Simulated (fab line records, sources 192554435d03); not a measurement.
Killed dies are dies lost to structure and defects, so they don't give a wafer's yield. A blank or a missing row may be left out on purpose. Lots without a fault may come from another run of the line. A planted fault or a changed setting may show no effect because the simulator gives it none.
Chamber matching | flow n5_finfet | N5_BEOL_M7_PECVD_70 on pecvd-01: 3 sister chambers
The step deposits SiO2 from TEOS/O2, target thk 20 nm, time 22.7 s. 14 wafers are shown with their chamber, then 7 later ones without.

WAFERS WITH THEIR CHAMBER
wafer  | chamber | throttle_valve_pct (%) | showerhead_plenum_p_Torr (Torr) | heater_power_w (W)
L074.1 | 0       | 22.8                   | 8.75                            | 691
L074.5 | 1       | 24.6                   | 8.79                            | 581
L074.6 | 2       | 21.6                   | 8.63                            | 753
L078.4 | 2       | 21.7                   | 8.66                            | 705
L078.5 | 2       | 21.8                   | 8.62                            | 700
L078.6 | 0       | 22.6                   | 8.72                            | 725
L080.3 | 2       | 21.8                   | 8.64                            | 773
L080.4 | 0       | 22.7                   | 8.75                            | 652
L080.5 | 2       | 22.0                   | 8.64                            | 783
L087.1 | 2       | 21.9                   | 8.65                            | 729
L087.2 | 1       | 24.4                   | 8.83                            | 554
L087.4 | 2       | 21.9                   | 8.64                            | 736
L090.1 | 2       | 21.9                   | 8.62                            | 710
L090.2 | 1       | 24.7                   | 8.78                            | 524

SIGNATURES (means of the wafers above)
reading                  | chamber 0 | chamber 1 | chamber 2 | scatter within a chamber
throttle_valve_pct       | 22.700    | 24.567    | 21.825    | 0.129
showerhead_plenum_p_Torr | 8.7400    | 8.8000    | 8.6375    | 0.0175
heater_power_w           | 689.33    | 553.00    | 736.12    | 31.8
Rule: a wafer's distance from a chamber is the root of the sum, over the readings, of the square of ((its reading less the chamber's mean) divided by the reading's scatter). The wafer belongs to the nearest chamber; if the next one is less than 2 further off, it can't be placed. The scatter: the root of (the sum of the squares of (reading less its chamber's mean) over the shown wafers, divided by (wafers less chambers)).

WAFERS WITHOUT THEIR CHAMBER
wafer  | throttle_valve_pct (%) | showerhead_plenum_p_Torr (Torr) | heater_power_w (W)
L090.6 | 22.3                   | 8.62                            | 731
L091.2 | 22.0                   | 8.64                            | 717
L091.3 | 22.6                   | 8.74                            | 662
L091.4 | 22.0                   | 8.63                            | 732
L095.1 | 24.6                   | 8.80                            | 588
L095.2 | 22.6                   | 8.72                            | 623
L095.4 | 21.8                   | 8.62                            | 851

WHICH CHAMBER EACH WENT THROUGH
wafer  | from the rows above | in truth
L090.6 | 2                   | 2
L091.2 | 2                   | 2
L091.3 | 0                   | 0
L091.4 | 2                   | 2
L095.1 | 1                   | 1
L095.2 | 0                   | 0
L095.4 | 2                   | 2
Placed correctly: 7 of 7. Can't be placed from these rows: 0. Placed wrongly: 0.
